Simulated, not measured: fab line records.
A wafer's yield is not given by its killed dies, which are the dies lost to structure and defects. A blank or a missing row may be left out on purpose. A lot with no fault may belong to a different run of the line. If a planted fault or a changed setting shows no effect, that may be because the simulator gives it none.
fab line records	flow n5_finfet
[record] lots = 10	wafers = 28	last_day = 19
route steps=1938 shown BEOL_M3@1007 BEOL_M4@1024 PASSIVATION@1936
lots untouched by any fault: they come from a run of this same line in which no faults occurred
start_h: start of the lot's first displayed wafer, in hours after the record's first day	wait_h: hours elapsed since this lot's preceding step	" identical to the entry in the row above	L1.1+2: a row that stands for several wafers	- value missing, or start not given	* or withheld: withheld	< > ~ a bound
route shown NAME@n: NAME is a module with steps in the file, n the number in the route of the first one	usual: mean/standard deviation taken from wafers without a fault	same: alike in all rows	chamber/n: place in a boat	sites: readings site by site	_std_site: the standard deviation of these	_edge_site: the outer-site mean with the inner-site mean subtracted	radius_mm: for every site, how far away it sits from the centre of the wafer	mask NAME#n: copy n	behind: the most recent tool/chamber to have shaped the wafer	hold: the reason the lot was held/the length of the hold in hours/how it ended	device: whichever transistor did not switch (one of n, p or np)	end of line: the route-end tests of the same wafers	for a step that has no rows: nothing shown but its recipe	killed: the dies lost at the first sort to structure and to defects; this is not the yield of the wafer	map: per-die view of a wafer (x killed, . not killed, _ where there is no die)
set.NAME: the setting as run; set.NAME@STEP: as run at that earlier step	model.NAME: the simulator's own value behind a step, which no gauge read
a sample of lots followed through the steps of the route, with each step as a table and each wafer as a row
services: when a tool's chamber went out of use (start_h, in hours from the record's first day, below 0 if earlier), for how many hours, and the reason
[[steps]]
[step N5_BEOL_M3_ANNEAL_93]
[recipe] temp_c = 400	time_s = 240	ambient = vacuum
[usual] heater_power_w = 855/98
lot.wafer	tool	chamber	start_h	wait_h	heater_power_w
L542.3	pvd_sputter-03	-	161.88	0.0	759
L542.5	"	-	"	"	805
L542.6	"	-	"	"	783
L543.2	pvd_sputter-01	-	163.21	0.0	783
L543.3	"	-	"	"	966
L543.5	"	-	"	"	812
L545.2	pvd_sputter-03	-	200.37	0.0	766
L545.6	"	-	"	"	790
L548.5	pvd_sputter-01	-	221.30	0.1	932
L548.6	"	-	"	"	957
L549.1	pvd_sputter-01	-	223.83	0.0	924
L549.2	"	-	"	"	993
L549.5	"	-	"	"	979
L557.1	pvd_sputter-01	-	270.14	0.0	986
L557.3	"	-	"	"	810
L557.6	"	-	"	"	988
L559.1	pvd_sputter-01	-	275.98	0.0	817
L559.4	"	-	"	"	913
L559.6	"	-	"	"	780
L563.1	pvd_sputter-01	-	299.13	0.0	806
L563.4	"	-	"	"	975
L563.6	"	-	"	"	898
L562.1	pvd_sputter-03	-	312.23	0.0	841
L562.2	"	-	"	"	767
L562.5	"	-	"	"	889
L564.1	pvd_sputter-03	-	318.27	0.0	768
L564.3	"	-	"	"	811
L564.4	"	-	"	"	871
[step N5_BEOL_M3_SPUTTER_94]
[recipe] material = Cu	target_thk_a = 45	temp_c = -20	chamber_pressure_pa = 0.07	power_w = withheld	time_s = 8.29
[usual] throttle_valve_pct = 30.1/0.96
lot.wafer	tool	chamber	start_h	wait_h	throttle_valve_pct
L542.3	pvd_sputter-03	-	162.02	0.1	30.9
L542.5	"	-	"	"	29.8
L542.6	"	-	"	"	30.1
L543.2	pvd_sputter-01	-	163.35	0.1	31.8
L543.3	"	-	"	"	28.9
L543.5	"	-	"	"	31.8
L545.2	pvd_sputter-03	-	200.51	0.1	31.0
L545.6	"	-	"	"	30.6
L548.5	pvd_sputter-01	-	221.41	0.0	29.4
L548.6	"	-	"	"	28.7
L549.1	pvd_sputter-01	-	223.97	0.1	29.4
L549.2	"	-	"	"	28.9
L549.5	"	-	"	"	29.0
L557.1	pvd_sputter-01	-	270.28	0.1	28.7
L557.3	"	-	"	"	32.1
L557.6	"	-	"	"	28.7
L559.1	pvd_sputter-01	-	276.12	0.1	31.9
L559.4	"	-	"	"	29.5
L559.6	"	-	"	"	31.9
L563.1	pvd_sputter-01	-	299.27	0.1	31.8
L563.4	"	-	"	"	28.9
L563.6	"	-	"	"	29.4
L562.1	pvd_sputter-03	-	312.37	0.1	30.0
L562.2	"	-	"	"	30.8
L562.5	"	-	"	"	28.3
L564.1	pvd_sputter-03	-	318.41	0.1	29.9
L564.3	"	-	"	"	29.9
L564.4	"	-	"	"	28.4
[step N5_BEOL_M3_DEP_57]
[recipe] material = SiCN	target_thk_a = 80	temp_c = withheld	precursor = 3MS/NH3	pressure_torr = 3	rf_w = 202	time_s = 14
[usual] showerhead_plenum_p_Torr = 3.666/0.011	throttle_valve_pct = 9.2/0.46
lot.wafer	tool	chamber	start_h	wait_h	showerhead_plenum_p_Torr	throttle_valve_pct
L542.3	pecvd-02	0	163.24	0.0	3.669	9.5
L542.5	"	2	"	"	3.667	8.5
L542.6	"	0	"	"	3.661	9.4
L543.2	pecvd-02	0	164.55	0.0	3.664	9.4
L543.3	"	2	"	"	3.655	8.8
L543.5	"	1	"	"	3.661	8.9
L545.2	pecvd-03	2	201.71	0.0	3.675	8.7
L545.6	"	0	"	"	3.666	9.1
L548.5	pecvd-03	1	222.59	0.0	3.658	9.9
L548.6	"	0	"	"	3.665	9.4
L549.1	pecvd-04	0	225.17	0.0	3.681	9.8
L549.2	"	1	"	"	3.683	9.6
L549.5	"	2	"	"	3.653	8.7
L557.1	pecvd-02	1	271.48	0.0	3.668	9.2
L557.3	"	2	"	"	3.666	8.4
L557.6	"	1	"	"	3.667	8.9
L559.1	pecvd-04	0	277.32	0.0	3.681	9.6
L559.4	"	1	"	"	3.684	9.4
L559.6	"	2	"	"	3.650	8.6
L563.1	pecvd-03	2	301.50	0.0	3.677	8.7
L563.4	"	1	"	"	3.664	9.9
L563.6	"	2	"	"	3.670	8.8
L562.1	pecvd-03	2	313.57	0.0	3.670	9.1
L562.2	"	1	"	"	3.662	10.0
L562.5	"	2	"	"	3.678	8.9
L564.1	pecvd-04	2	319.61	0.0	3.646	8.9
L564.3	"	1	"	"	3.688	9.3
L564.4	"	1	"	"	3.677	9.4
[step N5_BEOL_M3_INSPECT_59]
[recipe] inspect_instrument = darkfield	mode = post_dep
[usual] raw_defect_count = 75/26
lot.wafer	tool	chamber	start_h	wait_h	raw_defect_count
L542.3	defect_inspect-02	-	163.33	0.0	67
L542.5	"	-	"	"	69
L542.6	"	-	"	"	87
L543.2	defect_inspect-01	-	164.64	0.0	50
L543.3	"	-	"	"	48
L543.5	"	-	"	"	56
L545.2	defect_inspect-01	-	201.81	0.0	100
L545.6	"	-	"	"	50
L548.5	defect_inspect-01	-	222.67	0.0	49
L548.6	"	-	"	"	46
L549.1	defect_inspect-01	-	225.27	0.0	55
L549.2	"	-	"	"	69
L549.5	"	-	"	"	48
L557.1	defect_inspect-02	-	271.59	0.0	72
L557.3	"	-	"	"	683
L557.6	"	-	"	"	94
L559.1	defect_inspect-02	-	277.41	0.0	70
L559.4	"	-	"	"	57
L559.6	"	-	"	"	73
L563.1	defect_inspect-02	-	301.83	0.3	62
L563.4	"	-	"	"	57
L563.6	"	-	"	"	46
L562.1	defect_inspect-02	-	313.66	0.0	95
L562.2	"	-	"	"	70
L562.5	"	-	"	"	67
L564.1	defect_inspect-01	-	319.70	0.0	136
L564.3	"	-	"	"	74
L564.4	"	-	"	"	66
[step N5_BEOL_M4_HM_DEP_02]
[recipe] material = TiN	target_thk_a = 200	temp_c = 25	chamber_pressure_pa = 0.49996
[usual] throttle_valve_pct = 30.0/0.95
lot.wafer	tool	chamber	start_h	wait_h	throttle_valve_pct
L542.3	pvd_sputter-02	-	164.66	1.2	29.3
L542.5	"	-	"	"	30.6
L542.6	"	-	"	"	30.9
L543.2	pvd_sputter-02	-	165.52	0.7	29.7
L543.3	"	-	"	"	31.4
L543.5	"	-	"	"	31.3
L545.2	pvd_sputter-01	-	202.16	0.2	31.9
L545.6	"	-	"	"	32.0
L548.5	pvd_sputter-03	-	224.81	2.0	29.8
L548.6	"	-	"	"	30.7
L549.1	pvd_sputter-01	-	225.50	0.1	30.2
L549.2	"	-	"	"	28.8
L549.5	"	-	"	"	28.7
L557.1	pvd_sputter-02	-	272.01	0.3	30.0
L557.3	"	-	"	"	30.8
L557.6	"	-	"	"	30.5
L559.1	pvd_sputter-03	-	280.19	2.6	30.0
L559.4	"	-	"	"	30.9
L559.6	"	-	"	"	30.7
L563.1	pvd_sputter-02	-	303.76	1.8	29.4
L563.4	"	-	"	"	31.3
L563.6	"	-	"	"	29.8
L562.1	pvd_sputter-01	-	315.02	1.2	31.9
L562.2	"	-	"	"	28.8
L562.5	"	-	"	"	29.0
L564.1	pvd_sputter-02	-	320.19	0.3	30.3
L564.3	"	-	"	"	31.3
L564.4	"	-	"	"	30.0
[step N5_BEOL_M4_INSPECT_13]
[recipe] mode = adi	inspect_instrument = brightfield
[usual] raw_defect_count = 429/100
lot.wafer	tool	chamber	start_h	wait_h	raw_defect_count
L542.3	defect_inspect-01	-	165.27	0.0	235
L542.5	"	-	"	"	330
L542.6	"	-	"	"	294
L543.2	defect_inspect-01	-	166.13	0.0	300
L543.3	"	-	"	"	379
L543.5	"	-	"	"	359
L545.2	defect_inspect-02	-	202.68	0.0	328
L545.6	"	-	"	"	285
L548.5	defect_inspect-02	-	225.28	0.0	377
L548.6	"	-	"	"	342
L549.1	defect_inspect-01	-	225.99	0.1	418
L549.2	"	-	"	"	319
L549.5	"	-	"	"	415
L557.1	defect_inspect-02	-	272.62	0.1	431
L557.3	"	-	"	"	1145
L557.6	"	-	"	"	455
L559.1	defect_inspect-02	-	280.67	0.1	309
L559.4	"	-	"	"	309
L559.6	"	-	"	"	474
L563.1	defect_inspect-02	-	304.24	0.1	434
L563.4	"	-	"	"	447
L563.6	"	-	"	"	299
L562.1	defect_inspect-01	-	315.63	0.1	528
L562.2	"	-	"	"	482
L562.5	"	-	"	"	472
L564.1	defect_inspect-02	-	320.80	0.1	580
L564.3	"	-	"	"	441
L564.4	"	-	"	"	615
[step N5_BEOL_M4_RC_MEAS_101]
[usual] DIBL_N = 36.0/1.6	DIBL_P = 35.8/2	IOFF_N = 0.152/0.03	IOFF_P = 0.20/0.031	ION_N = 670/12	ION_P = 459/7.4	SS_N = 71.5/0.56	SS_P = 73.2/0.64	VT_N = 251/3.5	VT_P = -252/3.3
lot.wafer	tool	chamber	start_h	wait_h	DIBL_N[mV/V]	DIBL_P[mV/V]	IOFF_N[nA/um]	IOFF_P[nA/um]	ION_N[uA/um]	ION_P[uA/um]	SS_N[mV/dec]	SS_P[mV/dec]	VT_N[mV]	VT_P[mV]
L542.3	prober-02	0	200.04	0.3	36.5	36.9	0.170	0.23	681	467	72.2	73.9	246	-247
L542.5	"	0	"	"	36.4	36.1	0.159	0.22	664	457	72.2	73.9	251	-246
L542.6	"	0	"	"	35.1	35.6	0.143	0.22	675	469	72.0	73.2	252	-246
L543.2	prober-02	0	203.82	0.2	36.7	35.8	0.154	0.20	674	462	72.0	73.0	251	-253
L543.3	"	0	"	"	36.7	35.5	0.141	0.19	657	454	71.0	73.0	254	-254
L543.5	"	0	"	"	33.5	31.3	0.101	0.15	650	450	71.0	72.1	255	-256
L545.2	prober-01	0	214.81	0.2	36.7	37.3	0.176	0.21	670	452	71.8	73.2	251	-251
L545.6	"	0	"	"	35.8	35.5	0.165	0.19	667	456	71.8	73.5	247	-254
L548.5	prober-02	0	239.46	0.6	36.8	37.0	0.170	0.20	665	449	71.2	73.4	247	-253
L548.6	"	0	"	"	34.7	35.1	0.134	0.18	667	457	71.4	73.4	253	-252
L549.1	prober-01	0	241.38	0.0	33.4	30.6	0.099	0.15	645	449	70.3	71.7	256	-254
L549.2	"	0	"	"	34.5	33.8	0.123	0.19	671	467	70.3	72.5	252	-251
L549.5	"	0	"	"	36.9	35.4	0.152	0.20	662	460	72.2	73.3	249	-249
L557.1	prober-02	0	284.35	0.0	34.7	33.2	0.122	0.15	658	452	71.2	73.1	254	-257
L557.3	"	0	"	"	39.0	38.9	0.210	0.24	690	472	72.5	73.9	246	-248
L557.6	"	0	"	"	36.8	35.7	0.154	0.19	667	452	71.9	73.5	252	-252
L559.1	prober-02	0	291.84	0.0	36.2	34.5	0.148	0.18	684	464	71.2	72.7	248	-255
L559.4	"	0	"	"	37.3	34.6	0.146	0.17	674	447	71.6	72.7	254	-255
L559.6	"	0	"	"	34.6	32.2	0.120	0.16	660	449	70.6	72.4	253	-256
L563.1	prober-02	0	315.94	0.0	35.4	35.1	0.126	0.16	651	441	71.2	72.9	253	-254
L563.4	"	0	"	"	35.7	37.0	0.139	0.18	671	461	71.3	73.1	253	-252
L563.6	"	0	"	"	38.8	40.0	0.190	0.23	671	449	72.2	74.8	247	-251
L562.1	prober-02	0	328.96	0.0	35.5	33.7	0.136	0.21	674	473	70.9	72.8	254	-250
L562.2	"	0	"	"	36.1	34.1	0.144	0.21	661	459	71.4	73.5	251	-246
L562.5	"	0	"	"	35.4	33.8	0.135	0.20	664	459	71.3	73.4	251	-247
L564.1	prober-01	0	342.77	0.0	35.3	36.1	0.156	0.23	681	467	71.0	73.7	248	-249
L564.3	"	0	"	"	35.7	36.1	0.171	0.22	677	468	71.2	74.0	249	-250
L564.4	"	0	"	"	37.0	37.1	0.177	0.23	676	465	71.9	74.4	251	-250
[step N5_PASSIVATION_PROBE_49]
[usual] defect_limited_yield = 91.6/1.4	killed_at_M0_to_M3 = 33/10	killed_at_M4_up = 13/5.3	killed_at_contacts = 13/5.9	killed_at_front_end = 36/12	killed_at_other = 4/3.1	killed_dies = 99/16	killed_open = 65/13	killed_short = 32/7.3	sort_bin_5_function = 4.9/0.9	sort_bin_6_memory = 3.1/0.66	sort_n_pass = 1081/17	sort_yield_pct = 91.6/1.4
[same] gross_dies = 1180	killed_at_back_side = 0	sort_bin_4_leakage[%] = 0	sort_bin_8_speed[%] = 0
lot.wafer	tool	chamber	start_h	wait_h	defect_limited_yield[%]	killed_at_M0_to_M3	killed_at_M4_up	killed_at_contacts	killed_at_front_end	killed_at_other	killed_dies	killed_open	killed_short	sort_bin_5_function[%]	sort_bin_6_memory[%]	sort_n_pass	sort_yield_pct[%]
L542.3	prober-01	-	306.14	0.1	92.6	44	1	10	30	2	87	54	32	4.7	2.5	1093	92.6
L542.5	prober-01	-	306.24	0.2	91.9	47	10	7	32	0	96	54	39	4.6	3.1	1084	91.9
L542.6	prober-01	-	306.29	0.3	92.3	37	11	9	32	2	91	52	37	4.5	2.8	1089	92.3
L543.2	prober-01	-	312.29	0.1	90.9	46	6	8	41	6	107	80	27	5.5	3.2	1073	90.9
L543.3	prober-01	-	312.34	0.1	91.4	40	13	9	32	7	101	67	28	5.2	2.7	1079	91.4
L543.5	prober-01	-	312.44	0.2	92.2	26	11	9	43	3	92	50	34	4.6	2.2	1088	92.2
L545.2	prober-01	-	321.06	0.1	91.9	30	5	23	30	7	95	49	43	5.0	2.9	1085	91.9
L545.6	prober-01	-	321.26	0.3	91.4	39	9	22	31	0	101	65	36	5.3	2.8	1079	91.4
L548.5	prober-02	-	335.36	0.2	91.5	32	10	19	37	2	100	73	27	5.2	2.7	1080	91.5
L548.6	prober-02	-	335.41	0.3	92.5	30	8	15	33	3	89	65	22	4.1	3.3	1091	92.5
L549.1	prober-01	-	341.40	0.0	91.7	31	13	9	42	3	98	64	33	5.5	2.4	1082	91.7
L549.2	prober-01	-	341.45	0.1	90.8	28	8	14	40	18	108	69	36	6.0	3.1	1072	90.8
L549.5	prober-01	-	341.60	0.2	91.1	32	17	19	36	1	105	74	30	5.5	3.2	1075	91.1
L557.1	prober-02	-	391.37	0.0	92.3	33	10	12	33	3	91	58	30	4.2	3.1	1089	92.3
L557.3	prober-02	-	391.47	0.1	85.5	126	8	8	20	9	171	34	35	10.2	2.2	1009	85.5
L557.6	prober-02	-	391.62	0.3	92.8	28	9	14	32	2	85	59	26	3.5	3.4	1095	92.8
L559.1	prober-02	-	394.04	0.0	93.6	19	19	10	25	2	75	57	18	4.5	1.8	1105	93.6
L559.6	prober-02	-	394.29	0.3	93.4	21	8	6	38	5	78	49	29	3.8	2.5	1102	93.4
L563.1	prober-02	-	433.72	0.0	93.3	39	11	7	20	2	79	53	25	3.8	2.6	1101	93.3
L563.4	prober-02	-	433.87	0.2	92.0	31	10	7	43	3	94	53	40	4.8	2.7	1086	92.0
L563.6	prober-02	-	433.97	0.3	90.9	48	20	5	30	4	107	76	31	5.5	3.2	1073	90.9
L562.1	prober-02	-	439.25	0.0	90.4	56	7	10	39	1	113	73	39	5.7	3.6	1067	90.4
L562.2	prober-02	-	439.30	0.1	89.1	61	14	4	50	0	129	76	50	7.0	3.5	1051	89.1
L562.5	prober-02	-	439.45	0.2	91.4	31	7	13	43	7	101	65	34	5.8	2.5	1079	91.4
L564.1	prober-01	-	459.06	0.0	92.5	30	13	14	23	8	88	55	33	3.8	3.6	1092	92.5
L564.3	prober-01	-	459.16	0.1	92.3	31	5	16	27	12	91	69	22	4.1	3.4	1089	92.3
L564.4	prober-01	-	459.21	0.2	91.5	36	9	20	28	7	100	63	36	4.8	3.4	1080	91.5
// killed by level:class
L542.3 BEOL_M0_SAQP:geometric_particle:short=14 BEOL_M0_SAQP:geometric_particle:open=11 MOL_CONTACT_COAG:geometric_particle:open=7 FIN_SAQP:geometric_particle:short=6 STARTING-WAFER:geometric_particle:open=5 STI_FIN_REVEAL:geometric_particle:open=5 BEOL_M0:geometric_particle:open=5 BEOL_M1:geometric_particle:open=5
L542.5 BEOL_M0_SAQP:geometric_particle:short=14 BEOL_M2:geometric_particle:open=11 BEOL_M0_SAQP:geometric_particle:open=10 FIN_SAQP:geometric_particle:short=7 STI_FIN_REVEAL:geometric_particle:open=6 BEOL_M1:geometric_particle:short=5 FIN_SAQP:geometric_particle:open=4 BEOL_M1:geometric_particle:open=4
L542.6 FIN_SAQP:geometric_particle:short=8 BEOL_M0_SAQP:geometric_particle:short=8 MOL_CONTACT_COAG:geometric_particle:open=7 STI_FIN_REVEAL:geometric_particle:open=5 GATE_CUT:geometric_particle:short=5 BEOL_M0:geometric_particle:open=5 BEOL_M1:geometric_particle:open=5 BEOL_M3:geometric_particle:open=5
L543.2 BEOL_M0_SAQP:geometric_particle:open=11 STI_FIN_REVEAL:geometric_particle:open=10 BEOL_M1:geometric_particle:open=10 DUMMY_GATE:geometric_particle:open=8 MOL_CONTACT_COAG:geometric_particle:open=8 BEOL_M3:geometric_particle:open=8 FIN_SAQP:geometric_particle:open=7 BEOL_M0_SAQP:geometric_particle:short=7
L543.3 BEOL_M2:geometric_particle:open=12 MOL_CONTACT_COAG:geometric_particle:open=8 FIN_SAQP:geometric_particle:open=7 BEOL_M0_SAQP:geometric_particle:open=7 BEOL_M4:geometric_particle:open=6 HKMG_FIN:area_etch=6 BEOL_M1:geometric_particle:open=4 BEOL_M2:geometric_particle:short=4
L543.5 FIN_SAQP:geometric_particle:short=9 BEOL_M0_SAQP:geometric_particle:short=8 MOL_CONTACT_COAG:geometric_particle:open=7 HKMG_FIN:area_etch=7 FIN_SAQP:geometric_particle:open=6 BEOL_M2:geometric_particle:open=6 BEOL_M0_SAQP:geometric_particle:open=5 STARTING-WAFER:geometric_particle:open=5
L545.2 MOL_CONTACT_COAG:geometric_particle:open=12 DUMMY_GATE:geometric_particle:open=11 MOL_CONTACT_COAG:geometric_particle:short=9 BEOL_M0_SAQP:geometric_particle:short=9 BEOL_M0_SAQP:geometric_particle:open=9 FIN_SAQP:geometric_particle:short=6 PAD_METAL:geometric_particle:short=5 BEOL_M2:geometric_particle:open=4
L545.6 MOL_CONTACT_COAG:geometric_particle:open=19 BEOL_M2:geometric_particle:open=12 BEOL_M0_SAQP:geometric_particle:short=9 BEOL_M0_SAQP:geometric_particle:open=8 STI_FIN_REVEAL:geometric_particle:open=7 FIN_SAQP:geometric_particle:short=6 BEOL_M2:geometric_particle:short=4 STARTING-WAFER:geometric_particle:open=4
L548.5 MOL_CONTACT_COAG:geometric_particle:open=15 BEOL_M0_SAQP:geometric_particle:open=9 BEOL_M2:geometric_particle:open=8 STI_FIN_REVEAL:geometric_particle:open=7 FIN_SAQP:geometric_particle:open=6 BEOL_M0_SAQP:geometric_particle:short=6 DUMMY_GATE:geometric_particle:open=5 FIN_SAQP:geometric_particle:short=4
L548.6 MOL_CONTACT_COAG:geometric_particle:open=12 BEOL_M2:geometric_particle:open=10 BEOL_M1:geometric_particle:open=8 STI_FIN_REVEAL:geometric_particle:open=7 FIN_SAQP:geometric_particle:open=6 GATE_CUT:geometric_particle:short=4 BEOL_M0_SAQP:geometric_particle:open=4 BEOL_M5:geometric_particle:open=4
L549.1 BEOL_M3:geometric_particle:open=15 STI_FIN_REVEAL:geometric_particle:open=13 FIN_SAQP:geometric_particle:open=10 FIN_SAQP:geometric_particle:short=8 GATE_CUT:geometric_particle:short=5 MOL_CONTACT_COAG:geometric_particle:open=5 MOL_CONTACT_COAG:geometric_particle:short=4 BEOL_M0_SAQP:geometric_particle:short=4
L549.2 FIN_SAQP:geometric_particle:open=16 MOL_CONTACT_COAG:geometric_particle:open=9 BEOL_M0_SAQP:geometric_particle:open=9 STI_FIN_REVEAL:geometric_particle:open=8 PASS1_CAP:geometric_particle:open=6 MIM_BOT:geometric_particle:short=5 PASS1_CAP:geometric_particle:short=5 FIN_SAQP:geometric_particle:short=4
L549.5 MOL_CONTACT_COAG:geometric_particle:open=14 FIN_SAQP:geometric_particle:open=10 BEOL_M0_SAQP:geometric_particle:open=6 STI_FIN_REVEAL:geometric_particle:open=5 GATE_CUT:geometric_particle:open=5 MOL_CONTACT_COAG:geometric_particle:short=5 BEOL_M1:geometric_particle:open=5 BEOL_M4:geometric_particle:open=5
L557.1 MOL_CONTACT_COAG:geometric_particle:open=12 BEOL_M0_SAQP:geometric_particle:open=11 FIN_SAQP:geometric_particle:short=6 BEOL_M2:geometric_particle:open=6 BEOL_M0_SAQP:geometric_particle:short=5 BEOL_M3:geometric_particle:open=5 GATE_CUT:geometric_particle:short=4 STI_FIN_REVEAL:geometric_particle:open=3
L557.3 BEOL_M3:unspecified=102 BEOL_M0_SAQP:geometric_particle:open=7 BEOL_M0_SAQP:geometric_particle:short=5 MOL_CONTACT_COAG:geometric_particle:short=4 MOL_CONTACT_COAG:geometric_particle:open=4 BEOL_M3:geometric_particle:open=4 FIN_SAQP:geometric_particle:open=3 BEOL_M5:geometric_particle:open=3
L557.6 MOL_CONTACT_COAG:geometric_particle:open=11 FIN_SAQP:geometric_particle:open=9 BEOL_M0_SAQP:geometric_particle:open=9 BEOL_M3:geometric_particle:open=8 STI_FIN_REVEAL:geometric_particle:open=7 BEOL_M0_SAQP:geometric_particle:short=6 BEOL_M5:geometric_particle:open=4 STI_FIN_REVEAL:geometric_particle:short=3
L559.1 BEOL_M4:geometric_particle:open=11 FIN_SAQP:geometric_particle:open=10 MOL_CONTACT_COAG:geometric_particle:open=9 STI_FIN_REVEAL:geometric_particle:open=5 BEOL_M0_SAQP:geometric_particle:open=5 BEOL_M3:geometric_particle:open=5 BEOL_M0_SAQP:geometric_particle:short=3 BEOL_M1:geometric_particle:open=3
L559.6 FIN_SAQP:geometric_particle:open=12 BEOL_M0_SAQP:geometric_particle:open=10 STI_FIN_REVEAL:geometric_particle:open=6 BEOL_M0_SAQP:geometric_particle:short=6 STI_FIN_REVEAL:geometric_particle:short=4 DUMMY_GATE:geometric_particle:open=4 MOL_CONTACT_COAG:geometric_particle:open=3 MOL_CONTACT_COAG:geometric_particle:short=3
L563.1 BEOL_M0_SAQP:geometric_particle:open=11 BEOL_M0_SAQP:geometric_particle:short=11 FIN_SAQP:geometric_particle:open=7 MOL_CONTACT_COAG:geometric_particle:open=7 DUMMY_GATE:geometric_particle:open=5 BEOL_M4:geometric_particle:open=5 BEOL_M3:geometric_particle:open=4 FIN_SAQP:geometric_particle:short=3
L563.4 FIN_SAQP:geometric_particle:short=12 BEOL_M0_SAQP:geometric_particle:short=12 BEOL_M0_SAQP:geometric_particle:open=10 STARTING-WAFER:geometric_particle:open=8 BEOL_M4:geometric_particle:open=6 FIN_SAQP:geometric_particle:open=5 MOL_CONTACT_COAG:geometric_particle:open=5 STI_FIN_REVEAL:geometric_particle:open=3
L563.6 BEOL_M0_SAQP:geometric_particle:open=20 BEOL_M0_SAQP:geometric_particle:short=11 DUMMY_GATE:geometric_particle:open=9 BEOL_M1:geometric_particle:open=8 BEOL_M4:geometric_particle:open=7 BEOL_M7:geometric_particle:open=7 STI_FIN_REVEAL:geometric_particle:open=6 MOL_CONTACT_COAG:geometric_particle:open=5
L562.1 STI_FIN_REVEAL:geometric_particle:open=17 BEOL_M0_SAQP:geometric_particle:short=14 BEOL_M0_SAQP:geometric_particle:open=12 MOL_CONTACT_COAG:geometric_particle:open=10 BEOL_M3:geometric_particle:open=10 BEOL_M0:geometric_particle:open=7 FIN_SAQP:geometric_particle:short=6 BEOL_M1:geometric_particle:open=5
L562.2 FIN_SAQP:geometric_particle:short=17 BEOL_M0_SAQP:geometric_particle:short=17 BEOL_M0_SAQP:geometric_particle:open=17 STI_FIN_REVEAL:geometric_particle:open=11 BEOL_M5:geometric_particle:open=6 GATE_CUT:geometric_particle:short=5 BEOL_M1:geometric_particle:open=5 BEOL_M3:geometric_particle:short=5
L562.5 BEOL_M0_SAQP:geometric_particle:open=13 FIN_SAQP:geometric_particle:open=12 FIN_SAQP:geometric_particle:short=12 MOL_CONTACT_COAG:geometric_particle:open=12 BEOL_M0_SAQP:geometric_particle:short=10 STI_FIN_REVEAL:geometric_particle:open=4 BEOL_M2:geometric_particle:open=3 BEOL_M3:geometric_particle:open=3
L564.1 MOL_CONTACT_COAG:geometric_particle:open=12 BEOL_M0_SAQP:geometric_particle:short=7 BEOL_M4:geometric_particle:open=6 BEOL_M0_SAQP:geometric_particle:open=4 BEOL_M2:geometric_particle:short=4 BEOL_M3:geometric_particle:open=4 FIN_SAQP:geometric_particle:open=3 GATE_CUT:geometric_particle:short=3
L564.3 MOL_CONTACT_COAG:geometric_particle:open=15 FIN_SAQP:geometric_particle:open=9 BEOL_M0_SAQP:geometric_particle:open=8 STI_FIN_REVEAL:geometric_particle:open=7 BEOL_M1:geometric_particle:open=6 BEOL_M2:geometric_particle:open=5 FIN_SAQP:geometric_particle:short=4 BEOL_M0_SAQP:geometric_particle:short=4
L564.4 BEOL_M3:geometric_particle:open=17 MOL_CONTACT_COAG:geometric_particle:open=16 FIN_SAQP:geometric_particle:short=6 BEOL_M3:geometric_particle:short=5 BEOL_M2:geometric_particle:open=5 MOL_CONTACT_COAG:geometric_particle:short=4 BEOL_M0_SAQP:geometric_particle:open=4 STI_FIN_REVEAL:geometric_particle:short=3
[[services]]
tool	chamber	start_h	hours	kind
pvd_sputter-01	-	143.59	5.2	repair
pecvd-03	-	162.43	2.2	repair
pecvd-02	-	165.07	2.8	pm
pecvd-04	1	196.95	5.5	scheduled_down
pecvd-04	-	203.08	1.3	repair
pecvd-03	1	223.73	6.0	repair
pecvd-02	1	233.21	2.1	scheduled_down
pecvd-03	2	234.72	9.0	repair
pecvd-04	0	256.02	5.2	repair
pecvd-02	0	273.00	5.5	scheduled_down
pecvd-04	2	301.00	2.5	repair
[[key]]
[first_sign] step = N5_BEOL_M3_INSPECT_59	reading = raw_defect_count	direction = up	sigmas = 23	usual = 75	struck = 683
[effect] step = N5_BEOL_M4_INSPECT_13	reading = raw_defect_count	direction = up	sigmas = 7.1	usual = 429	struck = 1145
[effect] step = N5_PASSIVATION_PROBE_49	reading = killed_at_M0_to_M3	direction = up	sigmas = 9.3	usual = 33	struck = 126
[more_kills_born_at] N5_BEOL_M3_DEP_57@pecvd-02 = 102
met_at N5_BEOL_M3_DEP_57
struck_lots L557
struck_wafers L557.3
not_acting_at N5_BEOL_M3_ANNEAL_93,N5_BEOL_M3_SPUTTER_94,N5_BEOL_M4_HM_DEP_02
onset_between 164.55 271.48
[fault] kind = chamber_particle_source	tool = pecvd-02	chamber = 2	onset_h = 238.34	steps = N5_BEOL_M3_DEP_57	rate_per_visit_cm2 = 1.0083	end_h = 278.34
